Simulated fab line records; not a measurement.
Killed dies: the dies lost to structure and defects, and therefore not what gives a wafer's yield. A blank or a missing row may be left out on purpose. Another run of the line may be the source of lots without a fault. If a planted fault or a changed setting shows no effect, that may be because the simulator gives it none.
Chamber matching | flow n5-finfet | N5_PASSIVATION_DESCUM_32 on rie-diel-03: 4 sister chambers
The step chemistry O2, time 7.9 s. 4 wafers are shown with their chamber, then 7 later ones without.

WAFERS PAIRED WITH THEIR CHAMBERS
wafer  | chamber | showerhead-plenum-p-Torr (Torr)
L768.1 | 2       | 1.98
L768.4 | 0       | 2.05
L778.1 | 1       | 2.15
L778.3 | 3       | 2.06

WAFERS WITH NO CHAMBER GIVEN
wafer  | showerhead-plenum-p-Torr (Torr)
L778.5 | 2.06
L780.1 | 2.15
L780.2 | 2.05
L780.4 | 2.15
L784.4 | 2.03
L784.5 | 2.15
L784.6 | 2.23

WHICH CHAMBER EACH WENT THROUGH
wafer  | from the rows above          | in truth
L778.5 | can't be placed: 3 or 0      | 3
L780.1 | 1                            | 1
L780.2 | can't be placed: 0 or 3      | 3
L780.4 | 1                            | 1
L784.4 | can't be placed: 0 or 3 or 2 | 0
L784.5 | 1                            | 1
L784.6 | 1                            | 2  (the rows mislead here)
Correctly placed: 3 of 7. Cannot be placed on the basis of these rows: 3; the candidates contain the true chamber in 3. Wrongly placed: 1.
How it was worked out, from the rows above alone: a wafer's distance from a chamber is the root of the sum, over the readings, of the square of ((its reading less the chamber's mean) divided by the reading's scatter). If the next closest chamber is less than 2 further off than the closest, the wafer can't be placed; otherwise it belongs to the closest. The mean given for a chamber averages the wafers shown for that chamber. The scatter (one wafer shown for each chamber): square how far every hidden wafer sits from the nearest shown wafer, average those squares and take the square root.
